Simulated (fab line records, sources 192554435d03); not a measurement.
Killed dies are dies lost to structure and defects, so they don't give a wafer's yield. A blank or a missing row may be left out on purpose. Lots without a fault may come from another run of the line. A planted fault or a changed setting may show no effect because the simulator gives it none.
Chamber matching | flow n5_finfet | N5_BEOL_M13_ETCH_68 on rie_diel-05: 4 sister chambers
The step etches SOC in N2/H2, time 355 s. 4 wafers are shown with their chamber, then 7 later ones without.

WAFERS WITH THEIR CHAMBER
wafer  | chamber | throttle_valve_pct (%)
L081.1 | 0       | 17.54
L081.4 | 2       | 17.89
L086.1 | 1       | 17.92
L086.2 | 3       | 17.85

WAFERS WITHOUT THEIR CHAMBER
wafer  | throttle_valve_pct (%)
L086.4 | 17.54
L090.1 | 17.92
L090.3 | 17.56
L090.6 | 17.93
L096.2 | 17.96
L096.3 | 17.89
L096.6 | 17.89

WHICH CHAMBER EACH WENT THROUGH
wafer  | from the rows above     | in truth
L086.4 | 0                       | 0
L090.1 | can't be placed: 1 or 2 | 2
L090.3 | 0                       | 0
L090.6 | can't be placed: 1 or 2 | 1
L096.2 | can't be placed: 1 or 2 | 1
L096.3 | can't be placed: 2 or 1 | 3
L096.6 | can't be placed: 2 or 1 | 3
Placed correctly: 2 of 7. Can't be placed from these rows: 5 (the true chamber is among the candidates in 3). Placed wrongly: 0.
How it was worked out, from the rows above alone: a wafer's distance from a chamber is the root of the sum, over the readings, of the square of ((its reading less the chamber's mean) divided by the reading's scatter). The wafer belongs to the nearest chamber; if the next one is less than 2 further off, it can't be placed. A chamber's mean is the mean of its shown wafers. The scatter: with one shown wafer a chamber, the root of the mean of the squares of how far each hidden wafer lies from its nearest shown one.
